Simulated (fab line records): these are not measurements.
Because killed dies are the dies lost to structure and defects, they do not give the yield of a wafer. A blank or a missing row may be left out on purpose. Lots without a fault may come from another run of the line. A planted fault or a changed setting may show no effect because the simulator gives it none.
Chamber matching | flow nand harc | 4 sister chambers for NHARC_A_BLC_ALD_23 on ald metal-03
The step deposits TiN, target thk 3 nm, pulse time 1 s, ald cycles 150. 4 wafers are shown with their chamber, then 8 later ones without.

== WAFERS, EACH WITH ITS CHAMBER ==
wafer  | chamber | heater power w (W)
L083.1 | 1       | 1077
L087.4 | 0       | 1088
L087.6 | 3       | 914
L090.1 | 2       | 1141

== WAFERS WITHOUT THEIR CHAMBER ==
wafer  | heater power w (W)
L090.2 | 920
L090.6 | 1059
L092.4 | 971
L092.5 | 1122
L092.6 | 1055
L097.1 | 1127
L097.2 | 943
L097.5 | 944

== CHAMBER TAKEN BY EACH ==
wafer  | from the rows above          | in truth
L090.2 | 3                            | 3
L090.6 | can't be placed: 1 or 0      | 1
L092.4 | can't be placed: 3 or 1      | 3
L092.5 | can't be placed: 2 or 0 or 1 | 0
L092.6 | can't be placed: 1 or 0      | 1
L097.1 | can't be placed: 2 or 0 or 1 | 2
L097.2 | 3                            | 3
L097.5 | 3                            | 3
Correct placement for 3 of the 8. These rows do not allow placing 5 (true chamber among the candidates in 5). Number placed wrongly: 0.
How it was worked out, from the rows above alone: a wafer's distance from a chamber is the root of the sum, over the readings, of the square of ((its reading less the chamber's mean) divided by the reading's scatter). The wafer belongs to the nearest chamber; if the next one is less than 2 further off, it can't be placed. A chamber's mean is the mean of its shown wafers. The scatter: root of mean squared gap, hidden wafer to nearest shown wafer, with one shown wafer a chamber.
